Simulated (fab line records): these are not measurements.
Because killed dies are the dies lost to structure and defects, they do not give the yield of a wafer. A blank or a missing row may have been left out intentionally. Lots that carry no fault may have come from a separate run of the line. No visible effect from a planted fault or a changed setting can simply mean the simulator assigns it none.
Chamber matching    flow nand harc    NHARC_A_STAIRCASE_TRIM_12 on rie diel-06 has 4 sister chambers
The step chemistry O2, time 211.2 s. 8 wafers are shown with their chamber, then 11 later ones without.

== EACH WAFER AND ITS CHAMBER ==
wafer   chamber  showerhead plenum p Torr (Torr)  drypump motor current A (A)
L080.5  2        3.40                             5.4
L082.1  0        3.76                             5.0
L084.3  3        3.57                             6.0
L084.6  0        3.75                             5.0
L087.1  1        3.48                             5.2
L087.4  2        3.39                             5.4
L087.6  3        3.57                             6.0
L092.4  1        3.47                             5.3

== WAFERS WITHOUT THEIR CHAMBER ==
wafer   showerhead plenum p Torr (Torr)  drypump motor current A (A)
L092.5  3.47                             5.3
L092.6  3.74                             5.0
L096.2  3.46                             5.3
L096.3  3.56                             6.0
L096.4  3.38                             5.4
L095.3  3.46                             5.3
L095.5  3.73                             5.0
L095.6  3.55                             5.9
L097.1  3.55                             5.9
L097.2  3.73                             5.0
L097.5  3.46                             5.3

== THE CHAMBER EACH PASSED THROUGH ==
wafer   from the rows above  in truth
L092.5  1                    1
L092.6  0                    0
L096.2  1                    1
L096.3  3                    3
L096.4  2                    2
L095.3  1                    1
L095.5  0                    0
L095.6  3                    3
L097.1  3                    3
L097.2  0                    0
L097.5  1                    1
Correct placement for 11 of the 11. From these rows, 0 cannot be placed. 0 placed wrongly.
How it was worked out, from the rows above alone: a wafer's distance from a chamber is the root of the sum, over the readings, of the square of ((its reading less the chamber's mean) divided by the reading's scatter). The wafer belongs to the nearest chamber; if the next one is less than 2 further off, it can't be placed. A chamber's mean is the mean of its shown wafers. The scatter: the root of (the sum of the squares of (reading less its chamber's mean) over the shown wafers, divided by (wafers less chambers)).
